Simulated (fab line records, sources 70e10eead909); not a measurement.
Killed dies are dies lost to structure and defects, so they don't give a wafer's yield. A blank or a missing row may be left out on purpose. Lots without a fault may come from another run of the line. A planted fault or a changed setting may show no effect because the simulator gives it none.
fab line records | flow nand_harc
record lots=5 wafers=15 last_day=34
route steps=1302 shown A_ONON_D1@430 A_CHANNEL_HOLE_D1@450
lots that met no fault: from a run of the same line without faults
start_h: hours from the record's first day to the start of the lot's first wafer shown | wait_h: hours since the lot's step before | " the same as in the row above | L1.1+2: a row that stands for several wafers | - no value, or no start given | * or withheld: withheld | < > ~ a bound
route shown NAME@n: a module of which the file shows steps, and the number in the route of the first | usual: mean/standard deviation of fault-free wafers | same: alike in all rows | chamber/n: place in a boat | sites: the reading at each site | _std_site: their standard deviation | _edge_site: outer sites' mean less inner sites' | radius_mm: how far each site lies from the wafer's centre | mask NAME#n: copy n | behind: the tool/chamber that last shaped the wafer | hold: why the lot was held/for how many hours/how that ended | device: the transistor (n, p or np) that didn't switch | end of line: the same wafers' tests at the end of the route | a step without rows: its recipe alone | killed: dies lost to structure and defects at the first sort, not the wafer's yield | map: a wafer's dies, x killed, . not, _ none there
set.NAME: the setting as run; set.NAME@STEP: as run at that earlier step | model.NAME: the simulator's own value behind a step, which no gauge read
lots at some steps of the route; a table a step, a row a wafer
services: from which hour (start_h, from the record's first day; less than 0 if before it) a tool's chamber was out of use, for how many hours, and why
## steps
# step NHARC_A_ONON_D1_DEP_09
# recipe target_thk_a=10000 n2_flow_sccm=2750 n2o_flow_sccm=2000 nh3_flow_sccm=500 sih4_flow_sccm=210 temp_c=400
# usual n2o_flow_sccm=2000/6.5
# columns lot.wafer tool chamber start_h wait_h n2o_flow_sccm
L075.2 pecvd_onon-01 0 165.72 0.1 2000
L075.5 " 0 " " 1992
L075.6 " 0 " " 2005
L078.1 pecvd_onon-02 0 204.65 0.1 2001
L078.2 " 0 " " 2000
L078.5 " 0 " " 1991
L092.2 pecvd_onon-02 0 344.76 0.1 1997
L092.3 " 0 " " 2007
L092.4 " 0 " " 2002
L095.1 pecvd_onon-01 0 368.21 0.1 1989
L095.4 " 0 " " 2000
L095.5 " 0 " " 2001
L097.1 pecvd_onon-02 0 403.99 0.1 2000
L097.3 " 0 " " 2005
L097.4 " 0 " " 2005
# step NHARC_A_ONON_D1_THK_MEAS_11
# recipe thk_meas_gauge=ellipsometry
# usual thk_nm=994/9.3
# columns lot.wafer tool chamber start_h wait_h thk_nm
L075.2 film_metro-01 - 166.18 - 991
L075.5 " - " " 989
L075.6 " - " " 989
L078.1 film_metro-01 - 205.16 - 1005
L078.2 " - " " 1002
L078.5 " - " " 1003
L092.2 film_metro-02 - 345.22 - 1010
L092.3 " - " " 1010
L092.4 " - " " 1010
L095.1 film_metro-01 - 368.73 - 1010
L095.4 " - " " 1009
L095.5 " - " " 1009
L097.1 film_metro-02 - 404.50 - 988
L097.3 " - " " 988
L097.4 " - " " 989
# step NHARC_A_ONON_D1_DEP_12
# recipe target_thk_a=10000 n2_flow_sccm=2750 n2o_flow_sccm=2000 nh3_flow_sccm=500 sih4_flow_sccm=210 temp_c=400
# usual n2o_flow_sccm=1999/5.7
# columns lot.wafer tool chamber start_h wait_h n2o_flow_sccm
L075.2 pecvd_onon-03 0 166.29 0.1 1997
L075.5 " 0 " " 2001
L075.6 " 0 " " 1993
L078.1 pecvd_onon-01 0 205.22 0.1 2008
L078.2 " 0 " " 2001
L078.5 " 0 " " 2005
L092.2 pecvd_onon-01 0 345.33 0.1 2000
L092.3 " 0 " " 2000
L092.4 " 0 " " 2006
L095.1 pecvd_onon-03 0 368.78 0.1 2001
L095.4 " 0 " " 2005
L095.5 " 0 " " 1994
L097.1 pecvd_onon-03 0 404.56 0.1 2001
L097.3 " 0 " " 2004
L097.4 " 0 " " 1998
# step NHARC_A_ONON_D1_THK_MEAS_14
# recipe thk_meas_gauge=ellipsometry
# usual thk_nm=1001/13
# columns lot.wafer tool chamber start_h wait_h thk_nm
L075.2 film_metro-02 - 166.73 - 1003
L075.5 " - " " 1004
L075.6 " - " " 1003
L078.1 film_metro-02 - 205.72 - 1012
L078.2 " - " " 1012
L078.5 " - " " 1012
L092.2 film_metro-02 - 345.78 - 977
L092.3 " - " " 977
L092.4 " - " " 976
L095.1 film_metro-01 - 369.29 - 1010
L095.4 " - " " 1011
L095.5 " - " " 1012
L097.1 film_metro-01 - 405.07 - 996
L097.3 " - " " 998
L097.4 " - " " 999
# step NHARC_A_ONON_D1_ANNEAL_15
# recipe temp_c=750 time_s=3600
# columns lot.wafer tool chamber start_h wait_h
L075.2+5+6 furnace-06 0 173.41 6.7
L078.1+2+5 furnace-06 0 210.18 4.5
L092.2+3+4 furnace-06 0 349.46 3.7
L095.1+4+5 furnace-03 0 374.90 5.6
L097.1+3+4 furnace-03 0 410.33 5.3
# step NHARC_A_ONON_D1_DEP_16
# recipe target_thk_a=10000 n2_flow_sccm=2750 n2o_flow_sccm=2000 nh3_flow_sccm=500 sih4_flow_sccm=210 temp_c=400
# usual n2o_flow_sccm=2000/5.8
# columns lot.wafer tool chamber start_h wait_h n2o_flow_sccm
L075.2 pecvd_onon-02 0 177.38 0.1 2003
L075.5 " 0 " " 2004
L075.6 " 0 " " 1999
L078.1 pecvd_onon-02 0 214.09 0.1 1999
L078.2 " 0 " " 2007
L078.5 " 0 " " 2001
L092.2 pecvd_onon-01 0 353.44 0.1 1999
L092.3 " 0 " " 2001
L092.4 " 0 " " 2000
L095.1 pecvd_onon-03 0 378.85 0.1 1998
L095.4 " 0 " " 2006
L095.5 " 0 " " 2001
L097.1 pecvd_onon-02 0 414.23 0.1 1996
L097.3 " 0 " " 1996
L097.4 " 0 " " 1995
# step NHARC_A_ONON_D1_THK_MEAS_18
# recipe thk_meas_gauge=ellipsometry
# usual thk_nm=994/8.8
# columns lot.wafer tool chamber start_h wait_h thk_nm
L075.2 film_metro-01 - 177.83 - 1000
L075.5 " - " " 1000
L075.6 " - " " 999
L078.1 film_metro-01 - 214.59 - 996
L078.2 " - " " 997
L078.5 " - " " 997
L092.2 film_metro-02 - 353.89 - 976
L092.3 " - " " 975
L092.4 " - " " 974
L095.1 film_metro-01 - 379.35 - 1001
L095.4 " - " " 1001
L095.5 " - " " 1000
L097.1 film_metro-01 - 414.73 - 990
L097.3 " - " " 992
L097.4 " - " " 991
# step NHARC_A_ONON_D1_DEP_19
# recipe target_thk_a=10000 n2_flow_sccm=2750 n2o_flow_sccm=2000 nh3_flow_sccm=500 sih4_flow_sccm=210 temp_c=400
# usual n2o_flow_sccm=2000/5.7
# columns lot.wafer tool chamber start_h wait_h n2o_flow_sccm
L075.2 pecvd_onon-03 0 177.94 0.1 2000
L075.5 " 0 " " 1999
L075.6 " 0 " " 2000
L078.1 pecvd_onon-02 0 214.65 0.1 2005
L078.2 " 0 " " 1994
L078.5 " 0 " " 1992
L092.2 pecvd_onon-02 0 354.01 0.1 1998
L092.3 " 0 " " 2005
L092.4 " 0 " " 1999
L095.1 pecvd_onon-02 0 379.41 0.1 2013
L095.4 " 0 " " 2003
L095.5 " 0 " " 2006
L097.1 pecvd_onon-02 0 414.79 0.1 2000
L097.3 " 0 " " 1995
L097.4 " 0 " " 1998
# step NHARC_A_ONON_D1_THK_MEAS_21
# recipe thk_meas_gauge=ellipsometry
# usual thk_nm=1002/8.8
# columns lot.wafer tool chamber start_h wait_h thk_nm
L075.2 film_metro-01 - 178.39 - 1009
L075.5 " - " " 1009
L075.6 " - " " 1009
L078.1 film_metro-02 - 215.16 - 1005
L078.2 " - " " 1005
L078.5 " - " " 1005
L092.2 film_metro-02 - 354.46 - 985
L092.3 " - " " 988
L092.4 " - " " 987
L095.1 film_metro-01 - 379.92 - 1012
L095.4 " - " " 1009
L095.5 " - " " 1010
L097.1 film_metro-01 - 415.30 - 1009
L097.3 " - " " 1012
L097.4 " - " " 1009
# step NHARC_A_ONON_D1_DEP_22
# recipe target_thk_a=10000 n2_flow_sccm=2750 n2o_flow_sccm=2000 nh3_flow_sccm=500 sih4_flow_sccm=210 temp_c=400
# usual n2o_flow_sccm=1999/6.1
# columns lot.wafer tool chamber start_h wait_h n2o_flow_sccm
L075.2 pecvd_onon-01 0 178.51 0.1 1987
L075.5 " 0 " " 2004
L075.6 " 0 " " 1998
L078.1 pecvd_onon-02 0 215.22 0.1 2002
L078.2 " 0 " " 2003
L078.5 " 0 " " 2000
L092.2 pecvd_onon-03 0 354.57 0.1 1984
L092.3 " 0 " " 1994
L092.4 " 0 " " 1994
L095.1 pecvd_onon-03 0 379.97 0.1 1998
L095.4 " 0 " " 1997
L095.5 " 0 " " 2000
L097.1 pecvd_onon-02 0 415.36 0.1 2007
L097.3 " 0 " " 2002
L097.4 " 0 " " 2005
# step NHARC_A_ONON_D1_THK_MEAS_24
# recipe thk_meas_gauge=ellipsometry
# usual thk_nm=1000/8.8
# columns lot.wafer tool chamber start_h wait_h thk_nm
L075.2 film_metro-01 - 178.96 - 1002
L075.5 " - " " 1002
L075.6 " - " " 1003
L078.1 film_metro-01 - 215.73 - 1002
L078.2 " - " " 1003
L078.5 " - " " 1002
L092.2 film_metro-02 - 355.02 - 994
L092.3 " - " " 997
L092.4 " - " " 998
L095.1 film_metro-01 - 380.48 - 1030
L095.4 " - " " 1031
L095.5 " - " " 1031
L097.1 film_metro-01 - 415.87 - 992
L097.3 " - " " 990
L097.4 " - " " 991
# step NHARC_A_ONON_D1_DEP_25
# recipe target_thk_a=10000 n2_flow_sccm=2750 n2o_flow_sccm=2000 nh3_flow_sccm=500 sih4_flow_sccm=210 temp_c=400
# usual n2o_flow_sccm=2001/6.4
# columns lot.wafer tool chamber start_h wait_h n2o_flow_sccm
L075.2 pecvd_onon-02 0 179.07 0.1 2004
L075.5 " 0 " " 1996
L075.6 " 0 " " 1998
L078.1 pecvd_onon-02 0 215.78 0.1 2002
L078.2 " 0 " " 1997
L078.5 " 0 " " 2006
L092.2 pecvd_onon-01 0 355.14 0.1 2008
L092.3 " 0 " " 2001
L092.4 " 0 " " 2008
L095.1 pecvd_onon-02 0 380.54 0.1 1999
L095.4 " 0 " " 1996
L095.5 " 0 " " 2002
L097.1 pecvd_onon-02 0 415.92 0.1 2003
L097.3 " 0 " " 2011
L097.4 " 0 " " 2002
# step NHARC_A_ONON_D1_THK_MEAS_27
# recipe thk_meas_gauge=ellipsometry
# usual thk_nm=1001/8.9
# columns lot.wafer tool chamber start_h wait_h thk_nm
L075.2 film_metro-02 - 179.52 - 993
L075.5 " - " " 993
L075.6 " - " " 992
L078.1 film_metro-01 - 216.29 - 993
L078.2 " - " " 990
L078.5 " - " " 991
L092.2 film_metro-02 - 355.58 - 991
L092.3 " - " " 993
L092.4 " - " " 994
L095.1 film_metro-01 - 381.05 - 1012
L095.4 " - " " 1012
L095.5 " - " " 1013
L097.1 film_metro-01 - 416.43 - 981
L097.3 " - " " 981
L097.4 " - " " 982
# step NHARC_A_ONON_D1_DEP_28
# recipe target_thk_a=10000 n2_flow_sccm=2750 n2o_flow_sccm=2000 nh3_flow_sccm=500 sih4_flow_sccm=210 temp_c=400
# usual n2o_flow_sccm=2000/6
# columns lot.wafer tool chamber start_h wait_h n2o_flow_sccm
L075.2 pecvd_onon-02 0 179.64 0.1 2011
L075.5 " 0 " " 1989
L075.6 " 0 " " 1998
L078.1 pecvd_onon-02 0 216.35 0.1 1992
L078.2 " 0 " " 2001
L078.5 " 0 " " 2001
L092.2 pecvd_onon-02 0 355.70 0.1 2001
L092.3 " 0 " " 1998
L092.4 " 0 " " 2010
L095.1 pecvd_onon-03 0 381.10 0.1 1998
L095.4 " 0 " " 1997
L095.5 " 0 " " 2001
L097.1 pecvd_onon-01 0 416.49 0.1 1998
L097.3 " 0 " " 2001
L097.4 " 0 " " 2004
# step NHARC_A_ONON_D1_THK_MEAS_30
# recipe thk_meas_gauge=ellipsometry
# usual thk_nm=996/10
# columns lot.wafer tool chamber start_h wait_h thk_nm
L075.2 film_metro-01 - 180.09 - 996
L075.5 " - " " 996
L075.6 " - " " 999
L078.1 film_metro-02 - 216.86 - 999
L078.2 " - " " 999
L078.5 " - " " 999
L092.2 film_metro-01 - 356.16 - 1014
L092.3 " - " " 1013
L092.4 " - " " 1013
L095.1 film_metro-01 - 381.64 - 1002
L095.4 " - " " 1004
L095.5 " - " " 1005
L097.1 film_metro-01 - 417.00 - 979
L097.3 " - " " 977
L097.4 " - " " 976
# step NHARC_A_ONON_D1_DEP_33
# recipe target_thk_a=2000 temp_c=400 pressure_torr=6.5 rf_w=900 teos_flow_sccm=161.4 flow_sccm=2650 target_thk_nm=200 gas=O2 material=SiO2
# usual heater_power_w=567/92 rf_fwd_power_W=897.9/2.8 throttle_valve_pct=15.7/0.49
# columns lot.wafer tool chamber start_h wait_h heater_power_w rf_fwd_power_W throttle_valve_pct
L075.2 pecvd-04 2 180.15 0.1 604 896.8 16.0
L075.5 " 2 " " 621 900.5 16.2
L075.6 " 1 " " 560 896.1 15.7
L078.1 pecvd-03 1 216.96 0.1 402 892.0 15.8
L078.2 " 2 " " 620 897.9 15.1
L078.5 " 0 " " 496 902.1 16.3
L092.2 pecvd-01 2 356.26 0.1 629 898.0 15.7
L092.3 " 0 " " 520 897.2 15.6
L092.4 " 1 " " 596 898.7 15.7
L095.1 pecvd-03 1 381.74 0.1 428 899.9 14.8
L095.5 " 0 " " 473 899.7 15.9
L095.4 " 2 " " 645 900.7 15.2
L097.1 pecvd-04 2 417.06 0.1 750 896.6 16.9
L097.3 " 1 " " 761 894.6 15.7
L097.4 " 2 " " 759 898.2 16.6
# step NHARC_A_ONON_D1_THK_MEAS_34
# recipe thk_meas_gauge=ellipsometry
# usual thk_nm=200/3.1
# columns lot.wafer tool chamber start_h wait_h thk_nm
L075.2 film_metro-02 - 180.56 - 199
L075.5 " - " " 199
L075.6 " - " " 205
L078.1 film_metro-02 - 217.33 - 202
L078.2 " - " " 201
L078.5 " - " " 206
L092.2 film_metro-02 - 356.63 - 199
L092.3 " - " " 193
L092.4 " - " " 197
L095.1 film_metro-01 - 382.10 - 199
L095.4 " - " " 205
L095.5 " - " " 204
L097.1 film_metro-02 - 417.47 - 201
L097.3 " - " " 206
L097.4 " - " " 202
# step NHARC_A_ONON_D1_INSPECT_32
# usual raw_defect_count=71/27
# columns lot.wafer tool chamber start_h wait_h raw_defect_count
L075.2 defect_inspect-01 - 180.65 0.0 100
L075.5 " - " " 187
L075.6 " - " " 88
L078.1 defect_inspect-01 - 217.39 0.0 60
L078.2 " - " " 34
L078.5 " - " " 58
L092.2 defect_inspect-01 - 356.69 0.0 96
L092.3 " - " " 52
L092.4 " - " " 95
L095.1 defect_inspect-02 - 382.16 0.0 103
L095.4 " - " " 69
L095.5 " - " " 122
L097.1 defect_inspect-02 - 417.55 0.0 58
L097.3 " - " " 43
L097.4 " - " " 39
# step NHARC_A_CHANNEL_HOLE_D1_DEP_00
# recipe target_thk_a=31000 temp_c=400 material=aC
# usual throttle_valve_pct=35.000/0.009
# columns lot.wafer tool chamber start_h wait_h throttle_valve_pct
L075.2 acl_dep-02 0 181.03 0.4 35.009
L075.5 " 0 " " 35.008
L075.6 " 0 " " 34.985
L078.1 acl_dep-01 0 217.46 0.1 35.015
L078.2 " 0 " " 35.018
L078.5 " 0 " " 35.007
L092.2 acl_dep-01 0 357.08 0.4 34.999
L092.3 " 0 " " 34.993
L092.4 " 0 " " 35.014
L095.1 acl_dep-01 0 384.06 1.9 35.013
L095.4 " 0 " " 34.994
L095.5 " 0 " " 35.008
L097.1 acl_dep-01 0 418.47 0.9 34.982
L097.3 " 0 " " 34.984
L097.4 " 0 " " 35.009
# step NHARC_A_CHANNEL_HOLE_D1_DEP_01
# recipe target_thk_a=1400 target_thk_nm=140 temp_c=400 pressure_torr=3.5 flow_sccm=200 rf_w=350 material=SiON
# usual heater_power_w=803/79 rf_fwd_power_W=348.6/1.1
# columns lot.wafer tool chamber start_h wait_h heater_power_w rf_fwd_power_W
L075.2 pecvd-04 0 182.65 1.3 784 347.8
L075.6 " 0 " " 783 346.3
L075.5 " 1 " " 891 348.1
L078.1 pecvd-02 0 219.39 1.6 811 349.3
L078.2 " 2 " " 663 350.4
L078.5 " 1 " " 928 348.9
L092.3 pecvd-01 1 358.71 1.0 755 350.9
L092.2 " 2 " " 877 347.6
L092.4 " 0 " " 759 349.4
L095.1 pecvd-04 0 386.00 1.6 670 347.7
L095.5 " 2 " " 929 348.3
L095.4 " 1 " " 821 350.2
L097.1 pecvd-01 1 420.44 1.6 740 349.2
L097.3 " 2 " " 868 347.9
L097.4 " 2 " " 878 348.9
# step NHARC_A_CHANNEL_HOLE_D1_DEHYDRATE_02
# recipe temp_c=150 time_s=120
# columns lot.wafer tool chamber start_h wait_h
L075.2+5+6 litho_track-01 0 182.89 0.2
L078.1+2+5 litho_track-04 0 219.66 0.2
L092.2+3+4 litho_track-04 0 358.95 0.2
L095.1+4+5 litho_track-04 0 386.24 0.2
L097.1+3+4 litho_track-01 0 420.68 0.2
# step NHARC_A_CHANNEL_HOLE_D1_HMDS_03
# recipe time_s=30
# columns lot.wafer tool chamber start_h wait_h
L075.2+5+6 litho_track-01 0 - -
L078.1+2+5 litho_track-04 0 - -
L092.2+3+4 litho_track-04 0 - -
L095.1+4+5 litho_track-04 0 - -
L097.1+3+4 litho_track-01 0 - -
# step NHARC_A_CHANNEL_HOLE_D1_COAT_36
# recipe temp_c=260 time_s=75
# columns lot.wafer tool chamber start_h wait_h
L075.2+5+6 litho_track-01 0 - -
L078.1+2+5 litho_track-04 0 - -
L092.2+3+4 litho_track-04 0 - -
L095.1+4+5 litho_track-04 0 - -
L097.1+3+4 litho_track-01 0 - -
# step NHARC_A_CHANNEL_HOLE_D1_COAT_37
# recipe temp_c=225 time_s=65
# columns lot.wafer tool chamber start_h wait_h
L075.2+5+6 litho_track-01 0 - -
L078.1+2+5 litho_track-04 0 - -
L092.2+3+4 litho_track-04 0 - -
L095.1+4+5 litho_track-04 0 - -
L097.1+3+4 litho_track-01 0 - -
# step NHARC_A_CHANNEL_HOLE_D1_COAT_04
# recipe spin_rpm=1500 resist_thk_nm=90
# usual dispense_pressure_kPa=46/3.9
# columns lot.wafer tool chamber start_h wait_h dispense_pressure_kPa
L075.2 litho_track-01 0 - - 44
L075.5 " 0 " " 44
L075.6 " 0 " " 44
L078.1 litho_track-04 0 - - 43
L078.2 " 0 " " 43
L078.5 " 0 " " 43
L092.2 litho_track-04 0 - - 43
L092.3 " 0 " " 43
L092.4 " 0 " " 43
L095.1 litho_track-04 0 - - 43
L095.4 " 0 " " 43
L095.5 " 0 " " 43
L097.1 litho_track-01 0 - - 44
L097.3 " 0 " " 44
L097.4 " 0 " " 44
# step NHARC_A_CHANNEL_HOLE_D1_SOFTBAKE_05
# recipe temp_c=105 time_s=55
# columns lot.wafer tool chamber start_h wait_h
L075.2+5+6 litho_track-01 0 - -
L078.1+2+5 litho_track-04 0 - -
L092.2+3+4 litho_track-04 0 - -
L095.1+4+5 litho_track-04 0 - -
L097.1+3+4 litho_track-01 0 - -
# step NHARC_A_CHANNEL_HOLE_D1_EBR_06
# columns lot.wafer tool chamber start_h wait_h
L075.2+5+6 litho_track-01 0 - -
L078.1+2+5 litho_track-04 0 - -
L092.2+3+4 litho_track-04 0 - -
L095.1+4+5 litho_track-04 0 - -
L097.1+3+4 litho_track-01 0 - -
# step NHARC_A_CHANNEL_HOLE_D1_EXPOSE_07
# recipe na=1.35 target_cd_nm=100 sigma_outer=0.3 dose_mj=59.65 mask_id=HOLE_D1
# columns lot.wafer tool chamber start_h wait_h mask
L075.2+5+6 arfi_scanner-03 0 183.20 - HOLE_D1#0
L078.1+2+5 arfi_scanner-03 0 219.97 - HOLE_D1#0
L092.2+3+4 arfi_scanner-01 0 359.14 - HOLE_D1#0
L095.1+4+5 arfi_scanner-01 0 386.43 - HOLE_D1#0
L097.1+3+4 arfi_scanner-02 0 420.99 - HOLE_D1#0
# step NHARC_A_CHANNEL_HOLE_D1_PEB_08
# recipe peb_temp_c=100 peb_time_s=65
# columns lot.wafer tool chamber start_h wait_h
L075.2+5+6 litho_track-01 0 183.26 0.1
L078.1+2+5 litho_track-06 0 220.04 0.1
L092.2+3+4 litho_track-01 0 359.20 0.1
L095.1+4+5 litho_track-06 0 386.49 0.1
L097.1+3+4 litho_track-04 0 421.05 0.1
# step NHARC_A_CHANNEL_HOLE_D1_DEVELOP_09
# recipe develop_time_s=35 dev_temp_c=23
# columns lot.wafer tool chamber start_h wait_h
L075.2+5+6 litho_track-01 0 - -
L078.1+2+5 litho_track-06 0 - -
L092.2+3+4 litho_track-01 0 - -
L095.1+4+5 litho_track-06 0 - -
L097.1+3+4 litho_track-04 0 - -
# step NHARC_A_CHANNEL_HOLE_D1_CD_MEAS_10
# recipe target_cd_nm=100 landing_energy_ev=500
# usual cd_nm=100.2/0.67
# columns lot.wafer tool chamber start_h wait_h cd_nm
L075.2 cd_sem-01 0 183.34 - 99.8
L075.5 " 0 " " 99.7
L075.6 " 0 " " 100.3
L078.1 cd_sem-02 0 220.12 - 98.9
L078.2 " 0 " " 99.0
L078.5 " 0 " " 99.5
L092.2 cd_sem-01 0 359.28 - 100.0
L092.3 " 0 " " 99.9
L092.4 " 0 " " 99.5
L095.1 cd_sem-02 0 386.56 - 99.4
L095.4 " 0 " " 99.8
L095.5 " 0 " " 100.8
L097.1 cd_sem-02 0 421.13 - 101.1
L097.3 " 0 " " 100.9
L097.4 " 0 " " 100.3
# step NHARC_A_CHANNEL_HOLE_D1_OVL_MEAS_11
# usual overlay_x_nm=0.2/0.74 overlay_y_nm=0.2/0.64
# columns lot.wafer tool chamber start_h wait_h overlay_x_nm overlay_y_nm
L075.2 overlay-01 - 183.42 - 0.1 -0.2
L075.5 " - " " 0.1 -0.5
L075.6 " - " " 0.6 -0.8
L078.1 overlay-01 - 220.20 - 1.2 -0.4
L078.2 " - " " 1.6 -0.3
L078.5 " - " " 1.0 -0.6
L092.2 overlay-02 - 359.36 - -1.0 -1.0
L092.3 " - " " -0.9 -1.2
L092.4 " - " " -0.6 -0.7
L095.1 overlay-01 - 386.65 - 0.5 0.8
L095.4 " - " " 0.4 0.8
L095.5 " - " " 0.2 0.5
L097.1 overlay-01 - 421.22 - 0.0 0.6
L097.3 " - " " 0.3 0.3
L097.4 " - " " 0.3 0.8
# step NHARC_A_CHANNEL_HOLE_D1_INSPECT_12
# usual raw_defect_count=6/3.1
# columns lot.wafer tool chamber start_h wait_h raw_defect_count
L075.2 defect_inspect-02 - 183.46 0.0 7
L075.5 " - " " 16
L075.6 " - " " 6
L078.1 defect_inspect-01 - 220.24 0.0 4
L078.2 " - " " 3
L078.5 " - " " 4
L092.2 defect_inspect-02 - 359.40 0.0 9
L092.3 " - " " 11
L092.4 " - " " 4
L095.1 defect_inspect-02 - 386.69 0.0 3
L095.4 " - " " 4
L095.5 " - " " 7
L097.1 defect_inspect-02 - 421.26 0.0 7
L097.3 " - " " 3
L097.4 " - " " 5
# step NHARC_A_CHANNEL_HOLE_D1_DESCUM_15
# recipe time_s=3 o2_flow_sccm=200 ar_flow_sccm=0 bias_power_w=0 chemistry=O2
# usual drypump_motor_current_A=5.9/0.42 o2_flow_sccm=200.0/0.64 oes_product_au=1.000/0.012 rf_vpp_V=57.8/0.97 showerhead_plenum_p_Torr=1.92/0.099 throttle_valve_pct=11.312/0.0097
# columns lot.wafer tool chamber start_h wait_h drypump_motor_current_A o2_flow_sccm oes_product_au rf_hours_counter_h rf_vpp_V showerhead_plenum_p_Torr throttle_valve_pct
L075.2 rie_diel-11 0 183.55 0.1 6.5 200.2 1.000 9 58.5 2.00 11.310
L075.6 " 3 " " 5.9 200.8 0.999 - 57.6 1.87 11.302
L075.5 " 0 " " 6.5 199.9 1.003 - 58.0 2.00 11.322
L078.2 rie_diel-11 2 220.30 0.1 5.5 198.9 1.007 11 57.2 1.93 11.316
L078.1 " 1 " " 6.2 199.9 1.016 12 57.2 1.77 11.311
L078.5 " 2 " " 5.5 200.4 1.003 - 56.8 1.93 11.306
L092.4 rie_diel-11 2 359.46 0.1 5.5 199.4 1.002 5 57.5 1.93 11.317
L092.2 " 0 " " 6.5 199.4 0.985 4 59.4 2.00 11.315
L092.3 " 1 " " 6.2 199.2 0.990 5 55.6 1.77 11.305
L095.1 rie_diel-11 3 386.75 0.1 5.9 201.4 0.993 6 57.6 1.86 11.304
L095.4 " 1 " " 6.2 200.5 0.991 6 56.9 1.77 11.320
L095.5 " 0 " " 6.5 200.7 0.989 - 58.8 2.00 11.306
L097.3 rie_diel-11 2 421.32 0.1 5.5 200.1 1.001 10 57.9 1.93 11.317
L097.1 " 3 " " 5.9 199.7 1.001 10 57.5 1.86 11.324
L097.4 " 3 " " 5.9 198.8 1.004 - 57.4 1.86 11.306
# step NHARC_A_CHANNEL_HOLE_D1_ETCH_38
# recipe target_depth_a=390 over_etch_frac=0.3 time_s=65 ion_energy_ev=80 cf4_flow_sccm=150 ar_flow_sccm=0 rf_w=300 bias_w=100 chemistry=CF4
# usual drypump_motor_current_A=5.8/0.41 oes_product_au=0.999/0.011 rf_fwd_power_W=297.3/1.1 rf_vpp_V=151.3/1.4 showerhead_plenum_p_Torr=1.77/0.084 throttle_valve_pct=13.283/0.0099
# columns lot.wafer tool chamber start_h wait_h drypump_motor_current_A oes_product_au rf_fwd_power_W rf_hours_counter_h rf_vpp_V showerhead_plenum_p_Torr throttle_valve_pct
L075.2 rie_diel-11 0 183.64 0.1 6.5 1.005 297.6 9 152.9 1.84 13.282
L075.5 " 2 " " 5.5 1.004 296.6 - 153.2 1.79 13.283
L075.6 " 3 " " 5.9 0.983 296.9 - 150.6 1.73 13.288
L078.1 rie_diel-11 2 220.54 0.2 5.5 0.996 298.6 11 152.3 1.79 13.288
L078.2 " 3 " " 5.9 1.007 297.5 12 150.5 1.73 13.270
L078.5 " 1 " " 6.2 1.000 296.5 - 150.4 1.65 13.273
L092.2 rie_diel-11 1 359.54 0.1 6.2 0.992 297.6 5 149.5 1.65 13.274
L092.4 " 2 " " 5.5 0.988 297.5 5 151.7 1.78 13.288
L092.3 " 0 " " 6.5 0.983 299.0 4 152.4 1.84 13.292
L095.1 rie_diel-11 0 386.84 0.1 6.5 0.980 297.0 6 151.5 1.84 13.290
L095.4 " 2 " " 5.5 0.992 297.5 6 150.8 1.78 13.295
L095.5 " 3 " " 5.9 1.000 298.3 - 151.3 1.72 13.299
L097.3 rie_diel-11 2 421.43 0.1 5.6 1.011 297.3 10 151.7 1.78 13.271
L097.1 " 3 " " 5.9 1.009 297.4 10 149.2 1.72 13.287
L097.4 " 1 " " 6.2 0.994 295.4 - 150.8 1.64 13.290
# step NHARC_A_CHANNEL_HOLE_D1_ETCH_39
# recipe target_depth_a=2600 over_etch_frac=0.3 time_s=325 ion_energy_ev=200 n2_flow_sccm=150 h2_flow_sccm=150 ar_flow_sccm=0 rf_w=400 bias_w=150 chemistry=N2/H2
# usual drypump_motor_current_A=5.9/0.41 oes_product_au=0.998/0.013 rf_fwd_power_W=399.1/1 rf_vpp_V=430.7/3 showerhead_plenum_p_Torr=2.05/0.11 throttle_valve_pct=14.170/0.0092
# columns lot.wafer tool chamber start_h wait_h drypump_motor_current_A oes_product_au rf_fwd_power_W rf_hours_counter_h rf_vpp_V showerhead_plenum_p_Torr throttle_valve_pct
L075.2 rie_diel-11 3 - - 5.9 1.003 398.5 9 428.8 1.99 14.170
L075.6 " 3 " " 5.8 0.995 398.8 - 429.6 1.99 14.168
L075.5 " 0 " " 6.5 0.993 400.2 - 432.2 2.14 14.156
L078.2 rie_diel-11 1 - - 6.2 1.006 397.6 12 428.1 1.89 14.171
L078.1 " 3 " " 5.9 1.024 399.1 12 429.2 1.99 14.183
L078.5 " 2 " " 5.5 1.004 398.8 - 431.5 2.06 14.150
L092.2 rie_diel-11 3 - - 5.9 0.988 399.7 4 429.3 1.98 14.185
L092.4 " 0 " " 6.5 0.975 401.3 4 433.3 2.13 14.181
L092.3 " 2 " " 5.5 1.000 399.9 5 430.9 2.06 14.156
L095.4 rie_diel-11 2 - - 5.5 0.994 399.1 6 430.5 2.06 14.181
L095.1 " 3 " " 5.9 1.003 398.8 6 429.6 1.98 14.163
L095.5 " 1 " " 6.1 0.999 399.3 - 426.2 1.88 14.164
L097.1 rie_diel-11 2 - - 5.5 0.996 399.0 10 430.8 2.06 14.168
L097.3 " 3 " " 5.9 1.009 397.1 10 431.0 1.98 14.156
L097.4 " 1 " " 6.2 1.001 399.6 - 426.8 1.88 14.173
## services
# columns tool chamber start_h hours kind
litho_track-01 - 155.00 7.0 pm
litho_track-06 - 179.00 7.0 pm
pecvd-01 1 181.38 3.8 repair
pecvd-01 - 182.49 1.7 repair
pecvd_onon-02 - 185.00 13.0 pm
acl_dep-01 - 190.06 13.0 pm
litho_track-04 - 203.00 7.0 pm
pecvd_onon-03 - 227.00 13.0 pm
rie_diel-11 - 255.50 9.0 pm
pecvd_onon-01 - 269.01 13.0 pm
pecvd-04 - 269.35 13.0 pm
rie_diel-11 - 280.21 37.0 repair
acl_dep-01 - 287.05 1.1 repair
pecvd-01 - 311.08 13.0 pm
pecvd-04 1 328.12 6.0 repair
litho_track-01 - 330.00 7.0 pm
litho_track-06 - 354.00 7.0 pm
pecvd_onon-02 - 366.19 13.0 pm
acl_dep-01 - 371.06 13.0 pm
litho_track-04 - 378.00 7.0 pm
rie_diel-11 1 381.04 3.3 repair
pecvd_onon-03 - 408.00 13.0 pm
pecvd-04 0 411.18 3.9 repair
rie_diel-11 0 412.47 9.1 repair
## key
fault none
